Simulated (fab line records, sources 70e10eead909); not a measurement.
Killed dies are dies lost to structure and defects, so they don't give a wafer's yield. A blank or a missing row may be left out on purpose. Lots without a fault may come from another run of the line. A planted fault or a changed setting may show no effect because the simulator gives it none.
fab line records | flow nand_harc | part 1 of 2: steps 1 to 30 of 40
record lots=5 wafers=15 last_day=33
route steps=1302 shown A_START@389 A_ZERO_WELL@390 A_SOURCE_PLATE@413 A_ONON_D1@424
lots that met no fault: from a run of the same line without faults
start_h: hours from the record's first day to the start of the lot's first wafer shown | wait_h: hours since the lot's step before | " the same as in the row above | L1.1+2: a row that stands for several wafers | - no value, or no start given | * or withheld: withheld | < > ~ a bound
route shown NAME@n: a module of which the file shows steps, and the number in the route of the first | usual: mean/standard deviation of fault-free wafers | same: alike in all rows | chamber/n: place in a boat | sites: the reading at each site | _std_site: their standard deviation | _edge_site: outer sites' mean less inner sites' | radius_mm: how far each site lies from the wafer's centre | mask NAME#n: copy n | behind: the tool/chamber that last shaped the wafer | hold: why the lot was held/for how many hours/how that ended | device: the transistor (n, p or np) that didn't switch | end of line: the same wafers' tests at the end of the route | a step without rows: its recipe alone | killed: dies lost to structure and defects at the first sort, not the wafer's yield | map: a wafer's dies, x killed, . not, _ none there
set.NAME: the setting as run; set.NAME@STEP: as run at that earlier step | model.NAME: the simulator's own value behind a step, which no gauge read
lots at some steps of the route; a table a step, a row a wafer
services: from which hour (start_h, from the record's first day; less than 0 if before it) a tool's chamber was out of use, for how many hours, and why
## steps
# step NHARC_A_START_INSPECT_01
# usual raw_defect_count=3.6/1.9
# columns lot.wafer tool chamber start_h wait_h raw_defect_count
L080.2 defect_inspect-01 - 200.45 - 4
L080.4 " - " " 1
L080.6 " - " " 3
L083.3 defect_inspect-01 - 236.59 - 3
L083.4 " - " " 5
L083.5 " - " " 4
L086.2 defect_inspect-01 - 260.80 - 4
L086.4 " - " " 2
L086.6 " - " " 3
L087.2 defect_inspect-01 - 280.15 - 2
L087.3 " - " " 3
L087.5 " - " " 3
L094.2 defect_inspect-01 - 338.36 - 2
L094.3 " - " " 5
L094.6 " - " " 2
# step NHARC_A_ZERO_WELL_PRECLEAN_00
# recipe time_s=600 temp_c=120 chemistry=SPM
# columns lot.wafer tool chamber start_h wait_h
L080.2+6+4 wet_bench-09 1,2,5 200.54 0.1
L083.5+4+3 wet_bench-01 7,0,1 236.68 0.1
L086.2+6+4 wet_bench-04 2,3,4 260.89 0.1
L087.2+5+3 wet_bench-04 7,1,2 280.25 0.1
L094.3+2+6 wet_bench-09 7,0,3 338.45 0.1
# step NHARC_A_ZERO_WELL_SRD_01
# columns lot.wafer tool chamber start_h wait_h
L080.2+6+4 wet_bench-09 1,2,5 - -
L083.5+4+3 wet_bench-01 7,0,1 - -
L086.2+6+4 wet_bench-04 2,3,4 - -
L087.2+5+3 wet_bench-04 7,1,2 - -
L094.3+2+6 wet_bench-09 7,0,3 - -
# step NHARC_A_ZERO_WELL_DEHYDRATE_02
# recipe temp_c=150 time_s=120
# columns lot.wafer tool chamber start_h wait_h
L080.2+4+6 litho_track-02 0 200.85 -
L083.3+4+5 litho_track-07 0 236.99 -
L086.2+4+6 litho_track-07 0 261.20 -
L087.2+3+5 litho_track-02 0 280.55 -
L094.2+3+6 litho_track-07 0 338.75 -
# step NHARC_A_ZERO_WELL_HMDS_03
# recipe time_s=30
# columns lot.wafer tool chamber start_h wait_h
L080.2+4+6 litho_track-02 0 - -
L083.3+4+5 litho_track-07 0 - -
L086.2+4+6 litho_track-07 0 - -
L087.2+3+5 litho_track-02 0 - -
L094.2+3+6 litho_track-07 0 - -
# step NHARC_A_ZERO_WELL_COAT_18
# recipe temp_c=200 time_s=65
# columns lot.wafer tool chamber start_h wait_h
L080.2+4+6 litho_track-02 0 - -
L083.3+4+5 litho_track-07 0 - -
L086.2+4+6 litho_track-07 0 - -
L087.2+3+5 litho_track-02 0 - -
L094.2+3+6 litho_track-07 0 - -
# step NHARC_A_ZERO_WELL_COAT_04
# recipe spin_rpm=2000 resist_thk_nm=600
# columns lot.wafer tool chamber start_h wait_h
L080.2+4+6 litho_track-02 0 - -
L083.3+4+5 litho_track-07 0 - -
L086.2+4+6 litho_track-07 0 - -
L087.2+3+5 litho_track-02 0 - -
L094.2+3+6 litho_track-07 0 - -
# step NHARC_A_ZERO_WELL_SOFTBAKE_05
# recipe temp_c=125 time_s=70
# columns lot.wafer tool chamber start_h wait_h
L080.2+4+6 litho_track-02 0 - -
L083.3+4+5 litho_track-07 0 - -
L086.2+4+6 litho_track-07 0 - -
L087.2+3+5 litho_track-02 0 - -
L094.2+3+6 litho_track-07 0 - -
# step NHARC_A_ZERO_WELL_EBR_06
# columns lot.wafer tool chamber start_h wait_h
L080.2+4+6 litho_track-02 0 - -
L083.3+4+5 litho_track-07 0 - -
L086.2+4+6 litho_track-07 0 - -
L087.2+3+5 litho_track-02 0 - -
L094.2+3+6 litho_track-07 0 - -
# step NHARC_A_ZERO_WELL_EXPOSE_07
# recipe na=0.55 dose_mj=33.85 mask_id=A_ZERO
# columns lot.wafer tool chamber start_h wait_h mask
L080.2+4+6 krf_scanner-04 0 201.15 - A_ZERO#0
L083.3+4+5 krf_scanner-02 0 237.16 - A_ZERO#0
L086.2+4+6 krf_scanner-02 0 261.49 - A_ZERO#0
L087.2+3+5 krf_scanner-02 0 280.72 - A_ZERO#0
L094.2+3+6 krf_scanner-01 0 339.05 - A_ZERO#0
# step NHARC_A_ZERO_WELL_PEB_08
# recipe peb_temp_c=128 peb_time_s=80
# columns lot.wafer tool chamber start_h wait_h
L080.2+4+6 litho_track-05 0 201.21 0.1
L083.3+4+5 litho_track-07 0 237.22 0.1
L086.2+4+6 litho_track-05 0 261.56 0.1
L087.2+3+5 litho_track-02 0 280.78 0.1
L094.2+3+6 litho_track-07 0 339.11 0.1
# step NHARC_A_ZERO_WELL_DEVELOP_09
# recipe time_s=50 dev_temp_c=22
# columns lot.wafer tool chamber start_h wait_h
L080.2+4+6 litho_track-05 0 - -
L083.3+4+5 litho_track-07 0 - -
L086.2+4+6 litho_track-05 0 - -
L087.2+3+5 litho_track-02 0 - -
L094.2+3+6 litho_track-07 0 - -
# step NHARC_A_ZERO_WELL_CD_MEAS_10
# recipe target_cd_nm=2000 landing_energy_ev=500
# usual cd_nm=2001.9/1.6
# columns lot.wafer tool chamber start_h wait_h cd_nm
L080.2 cd_sem-02 0 201.29 - 2001.7
L080.4 " 0 " " 2002.1
L080.6 " 0 " " 2003.6
L083.3 cd_sem-02 0 237.31 - 2003.9
L083.4 " 0 " " 2003.9
L083.5 " 0 " " 2000.8
L086.2 cd_sem-02 0 261.65 - 2003.2
L086.4 " 0 " " 2001.9
L086.6 " 0 " " 2001.8
L087.2 cd_sem-03 0 280.86 - 2003.2
L087.3 " 0 " " 2001.6
L087.5 " 0 " " 2000.8
L094.2 cd_sem-03 0 339.20 - 2003.8
L094.3 " 0 " " 2001.4
L094.6 " 0 " " 2002.2
# step NHARC_A_ZERO_WELL_HARDBAKE_11
# recipe temp_c=118 time_s=65
# columns lot.wafer tool chamber start_h wait_h
L080.2+4+6 litho_track-07 0 201.37 -
L083.3+4+5 litho_track-05 0 237.39 -
L086.2+4+6 litho_track-07 0 261.73 -
L087.2+3+5 litho_track-02 0 280.94 -
L094.2+3+6 litho_track-02 0 339.28 -
# step NHARC_A_ZERO_WELL_DESCUM_12
# recipe time_s=3 o2_flow_sccm=200 ar_flow_sccm=0 bias_power_w=0 chemistry=O2
# usual drypump_motor_current_A=5.8/0.58 oes_product_au=1.001/0.012 rf_vpp_V=57.8/0.88 showerhead_plenum_p_Torr=1.93/0.07 throttle_valve_pct=11.312/0.009
# columns lot.wafer tool chamber start_h wait_h drypump_motor_current_A oes_product_au rf_hours_counter_h rf_vpp_V showerhead_plenum_p_Torr throttle_valve_pct
L080.4 rie_diel-08 0 201.46 - 6.0 0.996 0 58.8 1.97 11.301
L080.2 " 2 " " 6.0 1.000 0 57.8 2.03 11.325
L080.6 " 3 " " 4.9 0.990 - 57.1 1.91 11.292
L083.4 rie_diel-08 3 237.46 - 4.9 0.979 1 56.7 1.91 11.312
L083.3 " 0 " " 6.1 0.998 1 59.1 1.97 11.318
L083.5 " 0 " " 6.1 0.994 - 58.1 1.97 11.296
L086.2 rie_diel-08 3 261.81 - 4.9 0.975 2 58.1 1.91 11.315
L086.4 " 1 " " 6.5 1.001 - 57.9 1.94 11.309
L086.6 " 0 " " 6.1 1.005 - 57.8 1.97 11.316
L087.2 rie_diel-08 0 281.02 - 6.0 0.996 3 57.3 1.97 11.318
L087.3 " 2 " " 6.1 1.002 2 58.9 2.03 11.338
L087.5 " 0 " " 6.0 0.994 - 58.0 1.97 11.302
L094.3 rie_diel-13 0 339.35 - 5.1 0.984 30 57.1 1.93 11.311
L094.2 " 3 " " 5.5 0.987 31 58.2 1.87 11.316
L094.6 " 1 " " 5.7 1.010 - 57.1 1.98 11.312
# step NHARC_A_ZERO_WELL_ETCH_19
# recipe target_depth_a=800 overetch_a=240 time_s=87.88 ion_energy_ev=200 n2_flow_sccm=150 h2_flow_sccm=150 ar_flow_sccm=0 rf_w=400 bias_w=150 chemistry=N2/H2
# usual bias_w=149.9/0.5 drypump_motor_current_A=5.8/0.58 oes_product_au=1.001/0.011 rf_vpp_V=431.1/2.3 showerhead_plenum_p_Torr=2.06/0.076 throttle_valve_pct=14.171/0.0092
# columns lot.wafer tool chamber start_h wait_h bias_w drypump_motor_current_A oes_product_au rf_hours_counter_h rf_vpp_V showerhead_plenum_p_Torr throttle_valve_pct
L080.4 rie_diel-08 1 201.55 0.1 149.1 6.5 0.998 0 430.5 2.07 14.157
L080.2 " 3 " " 149.8 4.9 0.978 0 430.0 2.03 14.178
L080.6 " 2 " " 150.2 6.1 1.004 - 432.9 2.17 14.177
L083.3 rie_diel-08 2 237.54 0.1 149.5 6.1 1.002 1 434.1 2.17 14.163
L083.4 " 3 " " 150.1 4.9 0.996 1 430.6 2.03 14.168
L083.5 " 3 " " 149.9 4.9 0.987 - 430.7 2.03 14.156
L086.2 rie_diel-08 3 261.91 0.1 150.2 4.9 0.991 2 429.6 2.03 14.159
L086.4 " 3 " " 150.1 4.9 0.983 - 428.4 2.03 14.173
L086.6 " 0 " " 151.2 6.1 0.997 - 432.7 2.10 14.187
L087.3 rie_diel-08 3 281.12 0.1 150.0 4.9 0.992 3 430.8 2.03 14.163
L087.2 " 0 " " 149.0 6.1 0.987 3 431.6 2.10 14.178
L087.5 " 2 " " 149.3 6.0 1.016 - 434.5 2.17 14.173
L094.3 rie_diel-13 0 339.44 0.1 150.7 5.1 0.980 30 431.4 2.05 14.172
L094.2 " 1 " " 150.2 5.6 1.017 32 432.9 2.12 14.162
L094.6 " 0 " " 150.7 5.2 0.999 - 429.9 2.05 14.168
# step NHARC_A_ZERO_WELL_ETCH_13
# recipe target_depth_a=1200 time_s=40.1 hbr_flow_sccm=150 cl2_flow_sccm=50 rf_w=400 icp_w=400 bias_w=100 chemistry=HBr/Cl2
# usual bias_w=99.9/0.31 drypump_motor_current_A=5.4/0.31 hbr_flow_sccm=150.0/0.45 oes_product_au=1.001/0.012 throttle_valve_pct=26.406/0.01
# columns lot.wafer tool chamber start_h wait_h bias_w drypump_motor_current_A hbr_flow_sccm oes_product_au rf_hours_counter_h throttle_valve_pct
L080.4 rie_si-02 3 201.70 - 99.9 6.0 150.6 1.019 0.5 26.418
L080.2 " 0 " " 99.9 5.0 150.0 0.994 0.6 26.399
L080.6 " 2 " " 100.0 5.7 150.5 1.006 - 26.414
L083.4 rie_si-06 1 237.66 - 100.2 5.3 149.7 1.007 1.0 26.417
L083.3 " 3 " " 100.3 5.2 150.5 0.993 0.7 26.416
L083.5 " 1 " " 99.4 5.2 150.5 1.003 - 26.394
L086.2 rie_si-06 2 262.06 - 100.1 5.7 150.2 1.003 0.0 26.384
L086.4 " 3 " " 100.0 5.1 149.7 1.005 0.0 26.396
L086.6 " 0 " " 99.9 4.8 149.6 0.980 - 26.435
L087.2 rie_si-06 1 281.22 - 100.0 5.3 149.9 1.000 0.2 26.402
L087.3 " 2 " " 100.1 5.7 150.2 1.008 0.1 26.398
L087.5 " 2 " " 100.2 5.7 150.6 1.005 - 26.414
L094.3 rie_si-05 0 339.57 - 99.9 5.3 150.2 0.989 0.2 26.403
L094.2 " 1 " " 99.9 5.3 149.5 0.997 0.1 26.409
L094.6 " 3 " " 100.1 5.2 149.9 0.985 - 26.420
# step NHARC_A_ZERO_WELL_STRIP_14
# recipe time_s=900 temp_c=130 chemistry=SPM
# columns lot.wafer tool chamber start_h wait_h
L080.6+4+2 wet_bench-04 0,3,5 201.82 -
L083.3+4+5 wet_bench-04 4,6,7 237.83 -
L086.4+2+6 wet_bench-01 6,1,2 262.19 -
L087.3+5+2 wet_bench-04 2,4,5 281.37 -
L094.2+6+3 wet_bench-09 2,4,5 339.72 -
# step NHARC_A_ZERO_WELL_IMPLANT_15
# recipe energy_kev=150 dose_cm2=1e+13 tilt_deg=7
# columns lot.wafer tool chamber start_h wait_h
L080.2+4+6 implanter-02 0 202.25 0.1
L083.3+4+5 implanter-01 0 238.28 0.1
L086.2+4+6 implanter-02 0 262.63 0.1
L087.2+3+5 implanter-01 0 281.82 0.1
L094.2+3+6 implanter-01 0 340.14 0.1
# step NHARC_A_ZERO_WELL_PRECLEAN_22
# recipe time_s=60 temp_c=50 bath_age_min=0 chemistry=SC1
# usual h2o2_flow_mL_min=56.60/0.18 nh4oh_flow_mL_min=28.30/0.094
# columns lot.wafer tool chamber start_h wait_h h2o2_flow_mL_min nh4oh_flow_mL_min
L080.6 wet_bench-01 2 202.43 0.0 56.41 28.22
L080.4 " 3 " " 56.97 28.24
L080.2 " 6 " " 56.69 28.24
L083.4 wet_bench-09 0 238.44 0.1 56.84 28.22
L083.5 " 1 " " 56.37 28.44
L083.3 " 3 " " 56.87 28.24
L086.2 wet_bench-09 6 262.81 0.2 56.29 28.38
L086.4 " 0 " " 56.65 28.22
L086.6 " 3 " " 56.42 28.26
L087.3 wet_bench-09 4 282.00 0.1 56.44 28.27
L087.2 " 5 " " 56.68 28.41
L087.5 " 7 " " 56.74 28.33
L094.6 wet_bench-01 0 340.34 0.1 56.49 28.19
L094.3 " 1 " " 56.58 28.26
L094.2 " 2 " " 56.64 28.30
# step NHARC_A_ZERO_WELL_SRD_23
# columns lot.wafer tool chamber start_h wait_h
L080.6+4+2 wet_bench-01 2,3,6 - -
L083.4+5+3 wet_bench-09 0,1,3 - -
L086.2+4+6 wet_bench-09 6,0,3 - -
L087.3+2+5 wet_bench-09 4,5,7 - -
L094.6+3+2 wet_bench-01 0,1,2 - -
# step NHARC_A_ZERO_WELL_RTA_16
# recipe temp_c=1000 time_s=10
# usual lamp_power_pct=27.6/0.57 lamp_zone_2_pct=27.6/0.57 wafer_temp_C_max=1004.2/0.98
# columns lot.wafer tool chamber start_h wait_h lamp_power_pct lamp_zone_2_pct wafer_temp_C_max
L080.2 rtp_anneal-02 0 202.60 - 26.8 26.8 1002.9
L080.4 " 0 " " 26.8 26.7 1003.8
L080.6 " 0 " " 26.8 26.7 1004.4
L083.3 rtp_anneal-02 0 238.62 - 26.8 26.7 1002.5
L083.4 " 0 " " 26.8 26.8 1002.3
L083.5 " 0 " " 26.8 26.7 1003.0
L086.2 rtp_anneal-02 0 262.98 - 26.8 26.7 1006.0
L086.4 " 0 " " 26.7 26.8 1002.7
L086.6 " 0 " " 26.8 26.8 1005.4
L087.2 rtp_anneal-02 0 282.17 - 26.8 26.8 1004.2
L087.3 " 0 " " 26.7 26.7 1003.9
L087.5 " 0 " " 26.8 26.7 1003.2
L094.2 rtp_anneal-01 0 340.49 - 28.0 28.0 1006.0
L094.3 " 0 " " 28.0 28.0 1006.5
L094.6 " 0 " " 28.0 28.0 1005.1
# step NHARC_A_ZERO_WELL_INSPECT_17
# usual raw_defect_count=11/5.2
# columns lot.wafer tool chamber start_h wait_h raw_defect_count
L080.2 defect_inspect-02 - 202.77 0.1 9
L080.4 " - " " 13
L080.6 " - " " 13
L083.3 defect_inspect-02 - 238.76 0.1 24
L083.4 " - " " 18
L083.5 " - " " 6
L086.2 defect_inspect-01 - 263.15 0.1 9
L086.4 " - " " 11
L086.6 " - " " 16
L087.2 defect_inspect-01 - 282.34 0.1 6
L087.3 " - " " 11
L087.5 " - " " 12
L094.2 defect_inspect-01 - 340.66 0.1 4
L094.3 " - " " 4
L094.6 " - " " 10
# step NHARC_A_SOURCE_PLATE_PRECLEAN_00
# recipe time_s=60 chemistry=HF-LAST
# columns lot.wafer tool chamber start_h wait_h
L080.6+2+4 wet_bench-07 4,5,0 202.82 0.0
L083.5+4+3 wet_bench-02 3,5,6 238.81 0.0
L086.4+2+6 wet_bench-07 3,5,6 263.20 0.0
L087.5+3+2 wet_bench-05 6,7,0 282.39 0.0
L094.2+3+6 wet_bench-05 1,4,5 340.71 0.0
# step NHARC_A_SOURCE_PLATE_SRD_01
# columns lot.wafer tool chamber start_h wait_h
L080.6+2+4 wet_bench-07 4,5,0 - -
L083.5+4+3 wet_bench-02 3,5,6 - -
L086.4+2+6 wet_bench-07 3,5,6 - -
L087.5+3+2 wet_bench-05 6,7,0 - -
L094.2+3+6 wet_bench-05 1,4,5 - -
# step NHARC_A_SOURCE_PLATE_OXIDE_02
# recipe target_thk_a=100 temp_c=900 ox_time_s=1362 material=SiO2
# usual spike_tc_bottom_C=921.0/1.9 zone_power_bottom_pct=29.3/0.5 zone_power_upper_pct=18.8/1.2
# columns lot.wafer tool chamber start_h wait_h spike_tc_bottom_C zone_power_bottom_pct zone_power_upper_pct
L080.2 furnace-02 0 208.56 - 918.7 29.6 20.2
L080.4 " 0 " " 919.6 29.9 19.7
L080.6 " 0 " " 917.8 29.8 20.0
L083.3 furnace-05 0 241.52 - 921.8 28.8 17.7
L083.4 " 0 " " 924.0 29.6 17.9
L083.5 " 0 " " 922.8 29.1 18.1
L086.2 furnace-05 0 265.91 - 925.4 29.2 17.8
L086.4 " 0 " " 922.5 29.1 17.9
L086.6 " 0 " " 922.1 29.0 17.7
L087.2 furnace-02 0 286.51 - 919.0 29.6 20.5
L087.3 " 0 " " 919.1 29.8 19.9
L087.5 " 0 " " 919.3 29.9 20.2
L094.2 furnace-05 0 343.97 - 922.8 29.0 17.7
L094.3 " 0 " " 922.3 28.9 17.9
L094.6 " 0 " " 923.8 29.2 17.8
# step NHARC_A_SOURCE_PLATE_THK_MEAS_09
# recipe thk_meas_gauge=ellipsometry
# usual thk_nm=9.7/1
# columns lot.wafer tool chamber start_h wait_h thk_nm
L080.2 film_metro-02 - 212.58 0.4 8.9
L080.4 " - " " 9.8
L080.6 " - " " 10.7
L083.3 film_metro-02 - 245.57 0.4 9.8
L083.4 " - " " 10.1
L083.5 " - " " 9.6
L086.2 film_metro-02 - 269.96 0.4 10.6
L086.4 " - " " 9.0
L086.6 " - " " 9.9
L087.2 film_metro-02 - 290.50 0.4 9.9
L087.3 " - " " 10.5
L087.5 " - " " 10.5
L094.2 film_metro-01 - 348.04 0.4 9.3
L094.3 " - " " 10.0
L094.6 " - " " 8.0
# step NHARC_A_SOURCE_PLATE_PVD_04
# recipe target_thk_a=500 material=WSi2
# columns lot.wafer tool chamber start_h wait_h
L080.2+4+6 pvd_sputter-01 - 212.66 0.1
L083.3+4+5 pvd_sputter-02 - 245.64 0.1
L086.4+2+6 pvd_sputter-02 - 270.03 0.1
L087.2+3+5 pvd_sputter-01 - 290.59 0.1
L094.2+3+6 pvd_sputter-01 - 348.11 0.1
# step NHARC_A_SOURCE_PLATE_CVD_03
# recipe target_thk_a=2000 temp_c=620 pressure_mtorr=200 time_s=4000 material=poly-Si
# usual spike_tc_bottom_C=643.2/1.3 zone_power_bottom_pct=14.0/2.4 zone_power_upper_pct=8.7/1.2
# columns lot.wafer tool chamber start_h wait_h spike_tc_bottom_C zone_power_bottom_pct zone_power_upper_pct
L080.2 lpcvd_poly-01 0 215.15 - 643.6 11.6 7.2
L080.4 " 0 " " 643.5 11.5 7.3
L080.6 " 0 " " 644.1 11.6 7.2
L083.3 lpcvd_poly-01 0 248.14 - 646.0 11.4 7.2
L083.4 " 0 " " 643.7 11.5 7.1
L083.5 " 0 " " 642.6 11.6 7.3
L086.2 lpcvd_poly-01 0 272.53 - 643.8 11.5 7.2
L086.4 " 0 " " 644.2 11.6 7.2
L086.6 " 0 " " 642.9 11.6 7.1
L087.2 lpcvd_poly-01 0 293.07 - 642.4 11.3 7.2
L087.3 " 0 " " 643.6 11.5 7.3
L087.5 " 0 " " 643.3 11.3 7.3
L094.2 lpcvd_poly-03 0 350.53 - 643.0 13.7 9.6
L094.3 " 0 " " 643.2 13.7 9.4
L094.6 " 0 " " 643.9 13.6 9.6
# step NHARC_A_SOURCE_PLATE_ANNEAL_05
# recipe temp_c=850 time_s=1800
# usual spike_tc_bottom_C=871.3/1.7 zone_power_bottom_pct=26.1/0.47 zone_power_upper_pct=16.9/1
# columns lot.wafer tool chamber start_h wait_h spike_tc_bottom_C zone_power_bottom_pct zone_power_upper_pct
L080.2 furnace-05 0 221.43 3.2 872.2 25.5 16.2
L080.4 " 0 " " 872.3 26.0 15.7
L080.6 " 0 " " 874.5 25.3 15.8
L083.3 furnace-05 0 254.20 3.0 872.4 25.7 15.9
L083.4 " 0 " " 873.8 25.5 16.2
L083.5 " 0 " " 872.0 25.3 15.8
L086.2 furnace-02 0 279.01 3.4 872.7 26.4 18.0
L086.4 " 0 " " 871.3 26.4 17.7
L086.6 " 0 " " 871.3 26.0 17.5
L087.2 furnace-02 0 301.36 5.2 870.8 26.0 17.9
L087.3 " 0 " " 870.7 26.6 17.5
L087.5 " 0 " " 871.0 26.1 17.5
L094.2 furnace-02 0 358.19 4.6 870.6 26.4 17.8
L094.3 " 0 " " 870.9 26.5 17.6
L094.6 " 0 " " 871.2 26.9 17.8
